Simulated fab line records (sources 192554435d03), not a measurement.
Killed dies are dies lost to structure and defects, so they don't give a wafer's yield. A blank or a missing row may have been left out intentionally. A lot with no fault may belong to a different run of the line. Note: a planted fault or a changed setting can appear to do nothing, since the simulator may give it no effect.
Which tool was responsible? || flow n5-finfet || route of 1938 steps, sampled at 1 step: 10 lots, 29 wafers

WHAT THE GAUGES READ, wafer by wafer
N5_BEOL_M4_RC_MEAS_101. Usual: DIBL_N 35.9 mV/V, standard deviation 2.5; DIBL_P 36.0 mV/V, standard deviation 3; IOFF_N 0.16 nA/um, standard deviation 0.047; IOFF_P 0.21 nA/um, standard deviation 0.047; ION_N 671 uA/um, standard deviation 14; ION_P 460 uA/um, standard deviation 8.8; SS_N 71.5 mV/dec, standard deviation 0.73; SS_P 73.2 mV/dec, standard deviation 0.91; VT_N 250 mV, standard deviation 4.3; VT_P -251 mV, standard deviation 3.6.
{"lot": "L503", "measured": "day 7 18:34", "on": "prober-02", "DIBL_N (mV/V)": "34.8 37.7 34.1", "DIBL_P (mV/V)": "34.4 37.2 33.6", "IOFF_N (nA/um)": "0.14 0.20 0.14", "IOFF_P (nA/um)": "0.19 0.22 0.17", "ION_N (uA/um)": "662 679 653", "ION_P (uA/um)": "453 465 444", "SS_N (mV/dec)": "71.0 72.4 70.5", "SS_P (mV/dec)": "73.3 73.2 72.7", "VT_N (mV)": "250 245 249", "VT_P (mV)": "-254 -251 -256", "flag": ""}
{"lot": "L504", "measured": "day 7 22:47", "on": "prober-01", "DIBL_N (mV/V)": "35.4 32.2 35.9", "DIBL_P (mV/V)": "36.4 32.9 37.2", "IOFF_N (nA/um)": "0.15 0.11 0.16", "IOFF_P (nA/um)": "0.18 0.16 0.20", "ION_N (uA/um)": "667 653 682", "ION_P (uA/um)": "451 451 467", "SS_N (mV/dec)": "71.5 70.5 71.4", "SS_P (mV/dec)": "73.3 72.3 73.0", "VT_N (mV)": "253 252 250", "VT_P (mV)": "-254 -254 -254", "flag": ""}
{"lot": "L509", "measured": "day 8 23:23", "on": "prober-02", "DIBL_N (mV/V)": "37.6 40.0 34.1", "DIBL_P (mV/V)": "35.2 40.5 33.2", "IOFF_N (nA/um)": "0.16 0.24 0.12", "IOFF_P (nA/um)": "0.20 0.31 0.17", "ION_N (uA/um)": "657 689 648", "ION_P (uA/um)": "450 466 447", "SS_N (mV/dec)": "72.0 72.2 70.2", "SS_P (mV/dec)": "73.0 74.5 72.8", "VT_N (mV)": "254 243 254", "VT_P (mV)": "-249 -243 -254", "flag": ""}
{"lot": "L512", "measured": "day 10 06:10", "on": "prober-01", "DIBL_N (mV/V)": "31.1 34.7 34.7", "DIBL_P (mV/V)": "29.3 32.3 32.0", "IOFF_N (nA/um)": "0.08 0.11 0.12", "IOFF_P (nA/um)": "0.12 0.15 0.14", "ION_N (uA/um)": "650 642 655", "ION_P (uA/um)": "452 444 444", "SS_N (mV/dec)": "69.3 71.4 70.7", "SS_P (mV/dec)": "70.9 72.0 71.4", "VT_N (mV)": "257 256 253", "VT_P (mV)": "-257 -253 -253", "flag": ""}
{"lot": "L513", "measured": "day 10 09:12", "on": "prober-02", "DIBL_N (mV/V)": "36.7 30.7", "DIBL_P (mV/V)": "38.3 32.0", "IOFF_N (nA/um)": "0.19 0.10", "IOFF_P (nA/um)": "0.26 0.18", "ION_N (uA/um)": "684 639", "ION_P (uA/um)": "480 456", "SS_N (mV/dec)": "71.8 70.1", "SS_P (mV/dec)": "73.1 71.6", "VT_N (mV)": "246 255", "VT_P (mV)": "-247 -248", "flag": ""}
{"lot": "L515", "measured": "day 11 02:31", "on": "prober-01", "DIBL_N (mV/V)": "37.4 31.7 41.4", "DIBL_P (mV/V)": "36.6 30.3 41.5", "IOFF_N (nA/um)": "0.15 0.09 0.27", "IOFF_P (nA/um)": "0.22 0.13 0.27", "ION_N (uA/um)": "652 658 695", "ION_P (uA/um)": "455 451 458", "SS_N (mV/dec)": "71.4 70.4 72.6", "SS_P (mV/dec)": "73.4 72.4 74.5", "VT_N (mV)": "252 256 242", "VT_P (mV)": "-252 -260 -251", "flag": ""}
{"lot": "L517", "measured": "day 11 03:08", "on": "prober-02", "DIBL_N (mV/V)": "37.2 36.7 33.2", "DIBL_P (mV/V)": "37.0 37.9 33.6", "IOFF_N (nA/um)": "0.18 0.17 0.12", "IOFF_P (nA/um)": "0.18 0.22 0.15", "ION_N (uA/um)": "670 678 664", "ION_P (uA/um)": "450 458 462", "SS_N (mV/dec)": "71.4 71.9 70.7", "SS_P (mV/dec)": "72.8 74.4 72.6", "VT_N (mV)": "248 247 253", "VT_P (mV)": "-253 -252 -255", "flag": ""}
{"lot": "L516", "measured": "day 11 07:16", "on": "prober-02", "DIBL_N (mV/V)": "39.5 32.7 34.8", "DIBL_P (mV/V)": "42.5 34.3 35.9", "IOFF_N (nA/um)": "0.25 0.12 0.14", "IOFF_P (nA/um)": "0.28 0.16 0.18", "ION_N (uA/um)": "685 655 656", "ION_P (uA/um)": "468 451 448", "SS_N (mV/dec)": "71.5 70.2 70.5", "SS_P (mV/dec)": "74.9 72.8 73.0", "VT_N (mV)": "242 251 251", "VT_P (mV)": "-246 -254 -255", "flag": ""}
{"lot": "L523", "measured": "day 12 19:54", "on": "prober-01", "DIBL_N (mV/V)": "34.3 35.8 37.4", "DIBL_P (mV/V)": "34.8 37.5 40.5", "IOFF_N (nA/um)": "0.13 0.15 0.21", "IOFF_P (nA/um)": "0.19 0.22 0.29", "ION_N (uA/um)": "667 654 692", "ION_P (uA/um)": "460 457 473", "SS_N (mV/dec)": "71.5 71.7 72.7", "SS_P (mV/dec)": "73.0 73.7 74.5", "VT_N (mV)": "253 251 243", "VT_P (mV)": "-252 -249 -244", "flag": ""}
{"lot": "L525", "measured": "day 13 12:14", "on": "prober-02", "DIBL_N (mV/V)": "35.0 34.7 32.9", "DIBL_P (mV/V)": "35.1 34.8 32.7", "IOFF_N (nA/um)": "0.13 0.15 0.10", "IOFF_P (nA/um)": "0.19 0.19 0.16", "ION_N (uA/um)": "655 681 656", "ION_P (uA/um)": "452 468 455", "SS_N (mV/dec)": "71.1 71.2 71.0", "SS_P (mV/dec)": "72.8 73.5 72.0", "VT_N (mV)": "255 251 259", "VT_P (mV)": "-252 -250 -254", "flag": ""}

WHICH TOOL RAN EACH LOT (tool, then ch and the chambers of the sampled wafers, then the start)
No process step before these readings appears in the record.

AS READ BY THE TOOLS THEMSELVES (means over the sampled wafers that have a number; for cases with no such wafer, the mark the record gives instead)
The record holds no such reading with a usual standard deviation.

THE ANSWER, worked out from the rows above alone
Rule: take the mean of a lot's wafers that have a number; if it is more than 3 standard deviations from the usual mean, the lot is off. A lot without any number at a reading at which 4 lots or more have one is off too. All remaining lots with rows at the step are treated as sound. After the gauges, taken in route order, come the tools' own readings; for these a lot's mean is taken, as printed above. At the first step where some lot is off, the reading lying furthest off is the one used; lots without a number count as furthest.
Nothing can be told from this: no lot is off at any reading shown.

WHAT THE SIMULATOR HAD PUT IN
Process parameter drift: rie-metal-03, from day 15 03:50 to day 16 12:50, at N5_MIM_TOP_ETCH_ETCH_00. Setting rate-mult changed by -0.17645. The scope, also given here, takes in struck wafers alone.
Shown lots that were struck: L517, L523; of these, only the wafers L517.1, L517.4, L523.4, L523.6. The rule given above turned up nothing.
